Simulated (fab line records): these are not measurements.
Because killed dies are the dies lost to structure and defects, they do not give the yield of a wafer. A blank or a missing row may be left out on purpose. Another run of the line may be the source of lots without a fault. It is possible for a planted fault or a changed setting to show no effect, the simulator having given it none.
The tool behind it: which one? | flow n5-finfet | 24 lots with 72 wafers sampled at 6 steps, on a route of 1938 steps

== WHAT EACH GAUGE READ, for each wafer ==
N5_BEOL_M15_CD_MEAS_17: target cd 360 nm. Usual: cd-nm reads 361.0 nm (standard deviation 1.6).
lot  | measured     | on        | cd-nm (nm)        | flag
L074 | day 11 09:04 | cd-sem-02 | 360.4 361.5 360.1 |
L075 | day 11 14:41 | cd-sem-01 | 357.6 358.8 359.0 |
L076 | day 11 20:00 | cd-sem-03 | 362.3 361.4 362.0 |
L078 | day 12 04:48 | cd-sem-01 | 359.5 360.5 355.9 |
L077 | day 12 18:19 | cd-sem-01 | 360.3 360.3 363.0 |
L079 | day 12 23:24 | cd-sem-03 | 358.0 358.2 357.8 |
L080 | day 13 16:25 | cd-sem-02 | 360.2 359.0 359.9 |
L081 | day 13 17:02 | cd-sem-02 | 361.0 363.9 361.5 |
L084 | day 14 21:09 | cd-sem-02 | 361.8 362.2 359.7 |
L087 | day 14 23:48 | cd-sem-03 | 363.8 361.4 361.7 |
L083 | day 15 00:28 | cd-sem-02 | 364.5 363.8 363.9 |
L082 | day 15 05:28 | cd-sem-03 | 361.4 359.8 360.4 |
L086 | day 15 06:22 | cd-sem-02 | 363.9 359.1 361.6 |
L085 | day 15 12:18 | cd-sem-03 | 361.0 360.1 360.4 |
L088 | day 15 12:45 | cd-sem-01 | 363.3 364.3 362.6 |
L089 | day 16 01:25 | cd-sem-03 | 361.7 361.1 359.0 |
L091 | day 16 16:02 | cd-sem-03 | 361.4 362.0 361.1 |
L090 | day 16 17:01 | cd-sem-03 | 361.2 359.8 361.3 |
L092 | day 16 18:58 | cd-sem-03 | 360.4 361.0 361.4 |
L093 | day 16 23:25 | cd-sem-01 | 359.3 358.8 358.2 |
L095 | day 16 23:51 | cd-sem-02 | 362.1 362.2 361.6 |
L094 | day 17 00:19 | cd-sem-03 | 360.5 361.5 361.1 |
L096 | day 17 04:15 | cd-sem-02 | 363.3 362.3 362.2 |
L097 | day 18 04:26 | cd-sem-01 | 360.1 362.0 360.9 |

N5_BEOL_M15_INSPECT_55: inspects for defects (darkfield). Usual: raw-defect-count reads 69 (standard deviation 21).
lot  | measured     | on                | raw-defect-count | flag
L074 | day 11 17:23 | defect-inspect-02 | 49 38 46         |
L075 | day 11 23:19 | defect-inspect-02 | 77 51 83         |
L076 | day 12 02:03 | defect-inspect-01 | 53 49 32         |
L078 | day 12 10:26 | defect-inspect-02 | 83 80 50         |
L077 | day 12 23:25 | defect-inspect-02 | 78 65 56         |
L079 | day 13 07:38 | defect-inspect-01 | 85 58 56         |
L080 | day 13 20:12 | defect-inspect-02 | 94 70 95         |
L081 | day 14 01:05 | defect-inspect-01 | 73 68 56         |
L084 | day 15 02:25 | defect-inspect-02 | 99 58 65         |
L087 | day 15 03:26 | defect-inspect-02 | 93 88 100        |
L083 | day 15 04:25 | defect-inspect-01 | 34 49 50         |
L082 | day 15 10:02 | defect-inspect-01 | 114 53 59        |
L086 | day 15 10:27 | defect-inspect-02 | 108 75 47        |
L085 | day 15 18:19 | defect-inspect-02 | 84 72 93         |
L088 | day 15 18:24 | defect-inspect-01 | 57 85 60         |
L089 | day 16 06:14 | defect-inspect-01 | 58 82 96         |
L091 | day 16 21:40 | defect-inspect-02 | 48 56 81         |
L090 | day 16 22:21 | defect-inspect-02 | 57 74 58         |
L092 | day 17 01:31 | defect-inspect-01 | 70 79 68         |
L093 | day 17 05:38 | defect-inspect-02 | 91 55 84         |
L095 | day 17 06:10 | defect-inspect-01 | 50 79 118        |
L094 | day 17 11:34 | defect-inspect-01 | 90 73 72         |
L096 | day 17 13:59 | defect-inspect-01 | 68 72 44         |
L097 | day 18 10:09 | defect-inspect-01 | 67 57 69         |

N5_MIM_TOP_LITHO_CD_MEAS_08: target cd 2000 nm. Usual: cd-nm reads 1999.9 nm (standard deviation 1.4).
lot  | measured     | on        | cd-nm (nm)           | flag
L074 | day 11 21:44 | cd-sem-01 | 2000.4 2000.4 1999.0 |
L075 | day 12 03:07 | cd-sem-01 | 2001.9 2002.3 2002.8 |
L076 | day 12 05:51 | cd-sem-03 | 2001.9 2001.9 2001.5 |
L078 | day 12 14:53 | cd-sem-02 | 1998.3 1999.9 1999.7 |
L077 | day 13 06:02 | cd-sem-01 | 1997.9 1998.2 1998.3 |
L079 | day 13 10:17 | cd-sem-01 | 1999.3 1999.2 1999.1 |
L080 | day 14 00:39 | cd-sem-03 | 2001.5 2004.6 2001.3 |
L081 | day 14 03:44 | cd-sem-03 | 1999.2 1998.9 1998.6 |
L084 | day 15 08:04 | cd-sem-03 | 1999.4 1999.2 2000.4 |
L087 | day 15 09:25 | cd-sem-01 | 2000.2 1998.2 1998.9 |
L083 | day 15 09:46 | cd-sem-01 | 1997.8 1998.7 2000.6 |
L082 | day 15 13:39 | cd-sem-02 | 2001.8 1999.5 1999.5 |
L086 | day 15 14:01 | cd-sem-02 | 1998.2 1999.5 2000.4 |
L085 | day 15 22:23 | cd-sem-03 | 1999.4 2000.2 1998.4 |
L088 | day 15 22:37 | cd-sem-03 | 2000.5 2001.0 2000.8 |
L089 | day 16 10:41 | cd-sem-02 | 1999.2 1999.6 1998.7 |
L091 | day 17 01:04 | cd-sem-02 | 1997.0 1999.2 1998.2 |
L090 | day 17 01:28 | cd-sem-02 | 1999.2 1999.9 1999.1 |
L092 | day 17 04:50 | cd-sem-01 | 1999.1 1999.5 2001.5 |
L093 | day 17 11:29 | cd-sem-01 | 2000.0 2001.4 2000.9 |
L095 | day 17 11:53 | cd-sem-02 | 2001.3 2003.8 1999.7 |
L094 | day 17 14:50 | cd-sem-01 | 1998.0 1998.3 2000.5 |
L096 | day 17 18:29 | cd-sem-02 | 2000.3 2000.7 2000.2 |
L097 | day 18 12:37 | cd-sem-03 | 2000.4 1999.6 1999.2 |

== WHICH TOOL RAN EACH LOT (tool, then ch and the chambers of the sampled wafers, then the start) ==
lot  | N5_BEOL_M15_ETCH_38                           | N5_MIM_BOT_DEGAS_01          | N5_MIM_TOP_ALD_00
L074 | rie-diel-04 ch 0,1,3, day 11 17:23 or earlier | pvd-sputter-01, day 11 18:57 | ald-hk-03 ch 0,1, day 11 19:05
L075 | rie-diel-05 ch 0,2, day 11 23:19 or earlier   | pvd-sputter-03, day 12 01:45 | ald-hk-03 ch 0,2,3, day 12 01:53
L076 | rie-diel-03 ch 1,2, day 12 02:03 or earlier   | pvd-sputter-03, day 12 03:07 | ald-hk-02 ch 1,2, day 12 03:16
L078 | rie-diel-03 ch 1,2, day 12 10:26 or earlier   | pvd-sputter-01, day 12 11:38 | ald-hk-03 ch 1,2, day 12 11:46
L077 | rie-diel-03 ch 1,2,3, day 12 23:25 or earlier | pvd-sputter-01, day 13 01:22 | ald-hk-01 ch 0,1,2, day 13 01:31
L079 | rie-diel-04 ch 0,1, day 13 07:38 or earlier   | pvd-sputter-01, day 13 08:49 | ald-hk-02 ch 2,3, day 13 08:57
L080 | rie-diel-05 ch 1,2,3, day 13 20:12 or earlier | pvd-sputter-01, day 13 23:20 | ald-hk-03 ch 1,2,3, day 13 23:28
L081 | rie-diel-03 ch 0,2,3, day 14 01:05 or earlier | pvd-sputter-02, day 14 02:34 | ald-hk-02 ch 0,1,2, day 14 02:42
L084 | rie-diel-03 ch 0,3, day 15 02:25 or earlier   | pvd-sputter-03, day 15 03:32 | ald-hk-02 ch 0,1,2, day 15 03:41
L087 | rie-diel-03 ch 2,3, day 15 03:26 or earlier   | pvd-sputter-03, day 15 08:01 | ald-hk-02 ch 2,3, day 15 08:10
L083 | rie-diel-04 ch 0,3, day 15 04:25 or earlier   | pvd-sputter-01, day 15 08:14 | ald-hk-01 ch 1,2,3, day 15 08:24
L082 | rie-diel-03 ch 1,2,3, day 15 10:02 or earlier | pvd-sputter-01, day 15 12:08 | ald-hk-01 ch 1,2, day 15 12:18
L086 | rie-diel-04 ch 0,1,3, day 15 10:27 or earlier | pvd-sputter-02, day 15 12:13 | ald-hk-03 ch 0,3, day 15 12:22
L085 | rie-diel-05 ch 0,3, day 15 18:19 or earlier   | pvd-sputter-02, day 15 21:09 | ald-hk-02 ch 1,2,3, day 15 21:17
L088 | rie-diel-04 ch 0,1,2, day 15 18:24 or earlier | pvd-sputter-01, day 15 21:13 | ald-hk-01 ch 0,1,2, day 15 21:22
L089 | rie-diel-04 ch 1,3, day 16 06:14 or earlier   | pvd-sputter-01, day 16 08:20 | ald-hk-02 ch 0,2,3, day 16 08:29
L091 | rie-diel-04 ch 1,2,3, day 16 21:40 or earlier | pvd-sputter-01, day 16 23:50 | ald-hk-01 ch 0,1,3, day 16 23:59
L090 | rie-diel-04 ch 1,2,3, day 16 22:21 or earlier | pvd-sputter-02, day 17 00:09 | ald-hk-02 ch 0,1, day 17 00:17
L092 | rie-diel-05 ch 1,2,3, day 17 01:31 or earlier | pvd-sputter-03, day 17 03:32 | ald-hk-01 ch 0,1, day 17 03:41
L093 | rie-diel-05 ch 0,1,2, day 17 05:38 or earlier | pvd-sputter-03, day 17 09:50 | ald-hk-03 ch 0,2,3, day 17 09:58
L095 | rie-diel-03 ch 1,3, day 17 06:10 or earlier   | pvd-sputter-02, day 17 09:55 | ald-hk-02 ch 1,2, day 17 10:04
L094 | rie-diel-03 ch 2,3, day 17 11:34 or earlier   | pvd-sputter-01, day 17 12:55 | ald-hk-03 ch 0,1,3, day 17 13:03
L096 | rie-diel-03 ch 0,1,2, day 17 13:59 or earlier | pvd-sputter-01, day 17 15:33 | ald-hk-02 ch 0,1,3, day 17 15:41
L097 | rie-diel-04 ch 0,3, day 18 10:09 or earlier   | pvd-sputter-01, day 18 11:24 | ald-hk-02 ch 2,3, day 18 11:32
- N5_BEOL_M15_ETCH_38: etches SiCN in CF4/N2, target depth 106.4 nm, time 120.5 s.
- N5_MIM_BOT_DEGAS_01: time 60 s.
- N5_MIM_TOP_ALD_00: deposits Al2O3, purge time 3 s, co reactant pulse time 3 s.

== AS READ BY THE TOOLS THEMSELVES (means over the sampled wafers that have a number; for cases with no such wafer, the mark the record gives instead) ==
N5_BEOL_M15_ETCH_38. Usual: drypump-motor-current-A 5.5 A, standard deviation 0.4; oes-product-au 0.77 a.u., standard deviation 0.079; rf-vpp-V 382.1 V, standard deviation 1.7; showerhead-plenum-p-Torr 2.20 Torr, standard deviation 0.062; throttle-valve-pct 15.45 %, standard deviation 0.16.
lot  | tool        | drypump-motor-current-A (A) | oes-product-au (a.u.) | rf-vpp-V (V) | showerhead-plenum-p-Torr (Torr) | throttle-valve-pct (%) | flag
L074 | rie-diel-04 | 5.2                         | 0.76                  | 383.6        | 2.27                            | 15.55                  |
L075 | rie-diel-05 | 5.6                         | 0.73                  | 382.4        | 2.23                            | 15.50                  |
L076 | rie-diel-03 | 5.3                         | 0.75                  | 382.8        | 2.23                            | 15.53                  |
L078 | rie-diel-03 | 5.4                         | 0.82                  | 381.4        | 2.20                            | 15.44                  |
L077 | rie-diel-03 | 5.6                         | 0.78                  | 381.5        | 2.19                            | 15.48                  |
L079 | rie-diel-04 | 5.4                         | 0.76                  | 383.6        | 2.23                            | 15.51                  |
L080 | rie-diel-05 | 5.9                         | 0.72                  | 380.9        | 2.17                            | 15.46                  |
L081 | rie-diel-03 | 5.7                         | 0.79                  | 381.0        | 2.15                            | 15.40                  |
L084 | rie-diel-03 | 5.8                         | 0.73                  | 380.7        | 2.16                            | 15.44                  |
L087 | rie-diel-03 | 5.9                         | 0.80                  | 380.1        | 2.14                            | 15.42                  |
L083 | rie-diel-04 | 5.5                         | 0.71                  | 382.7        | 2.21                            | 15.61                  |
L082 | rie-diel-03 | 5.6                         | 0.87                  | 380.9        | 2.18                            | 15.35                  |
L086 | rie-diel-04 | 5.3                         | 0.74                  | 383.4        | 2.26                            | 15.61                  |
L085 | rie-diel-05 | 5.1                         | 0.84                  | 383.1        | 2.23                            | 15.30                  |
L088 | rie-diel-04 | 5.3                         | 0.79                  | 382.1        | 2.22                            | 15.43                  |
L089 | rie-diel-04 | 5.1                         | 0.71                  | 383.8        | 2.29                            | 15.67                  |
L091 | rie-diel-04 | 5.1                         | 0.78                  | 383.1        | 2.25                            | 15.50                  |
L090 | rie-diel-04 | 5.1                         | 0.77                  | 383.0        | 2.25                            | 15.50                  |
L092 | rie-diel-05 | 5.9                         | 0.70                  | 380.4        | 2.16                            | 15.50                  |
L093 | rie-diel-05 | 5.5                         | 0.77                  | 381.6        | 2.18                            | 15.39                  |
L095 | rie-diel-03 | 5.9                         | 0.82                  | 382.1        | 2.17                            | 15.39                  |
L094 | rie-diel-03 | 5.7                         | 0.80                  | 381.1        | 2.13                            | 15.44                  |
L096 | rie-diel-03 | 5.4                         | 0.81                  | 382.7        | 2.19                            | 15.38                  |
L097 | rie-diel-04 | 5.4                         | 0.68                  | 383.8        | 2.24                            | 15.73                  |

N5_MIM_BOT_DEGAS_01. Usual: heater-power-w reads 463 W (standard deviation 37).
lot  | tool           | heater-power-w (W) | flag
L074 | pvd-sputter-01 | 451                |
L075 | pvd-sputter-03 | 451                |
L076 | pvd-sputter-03 | 454                |
L078 | pvd-sputter-01 | 464                |
L077 | pvd-sputter-01 | 460                |
L079 | pvd-sputter-01 | 441                |
L080 | pvd-sputter-01 | 444                |
L081 | pvd-sputter-02 | 529                |
L084 | pvd-sputter-03 | 449                |
L087 | pvd-sputter-03 | 465                |
L083 | pvd-sputter-01 | 437                |
L082 | pvd-sputter-01 | 446                |
L086 | pvd-sputter-02 | 488                |
L085 | pvd-sputter-02 | 512                |
L088 | pvd-sputter-01 | 444                |
L089 | pvd-sputter-01 | 455                |
L091 | pvd-sputter-01 | 459                |
L090 | pvd-sputter-02 | 518                |
L092 | pvd-sputter-03 | 464                |
L093 | pvd-sputter-03 | 450                |
L095 | pvd-sputter-02 | 487                |
L094 | pvd-sputter-01 | 447                |
L096 | pvd-sputter-01 | 460                |
L097 | pvd-sputter-01 | 444                |

N5_MIM_TOP_ALD_00. Usual: precursor-pulse-height-rel reads 0.999 (standard deviation 0.02).
lot  | tool      | precursor-pulse-height-rel | flag
L074 | ald-hk-03 | 1.009                      |
L075 | ald-hk-03 | 0.987                      |
L076 | ald-hk-02 | 0.979                      |
L078 | ald-hk-03 | 0.993                      |
L077 | ald-hk-01 | 1.005                      |
L079 | ald-hk-02 | 0.999                      |
L080 | ald-hk-03 | 1.001                      |
L081 | ald-hk-02 | 0.998                      |
L084 | ald-hk-02 | 0.998                      |
L087 | ald-hk-02 | 1.005                      |
L083 | ald-hk-01 | 0.997                      |
L082 | ald-hk-01 | 1.022                      |
L086 | ald-hk-03 | 1.012                      |
L085 | ald-hk-02 | 0.990                      |
L088 | ald-hk-01 | 1.005                      |
L089 | ald-hk-02 | 1.006                      |
L091 | ald-hk-01 | 1.009                      |
L090 | ald-hk-02 | 1.018                      |
L092 | ald-hk-01 | 0.992                      |
L093 | ald-hk-03 | 1.009                      |
L095 | ald-hk-02 | 0.993                      |
L094 | ald-hk-03 | 0.998                      |
L096 | ald-hk-02 | 1.007                      |
L097 | ald-hk-02 | 1.001                      |

== THE ANSWER, worked out from the rows above alone ==
Rule: a lot counts as off when the mean over its wafers that have a number is more than 3 standard deviations away from the usual mean. Also off: a lot with no number at a reading for which 4 or more lots have one. Any other lot the step has rows for is counted as sound. Order of review: gauges by route order, followed by the tools' own readings, for which a lot's mean as printed above is used. At the first step where some lot is off, the reading lying furthest off is the one used; lots without a number count as furthest.
Across all readings shown, no lot is off: no conclusion can be drawn from this.

== WHAT THE SIMULATOR HAD PUT IN ==
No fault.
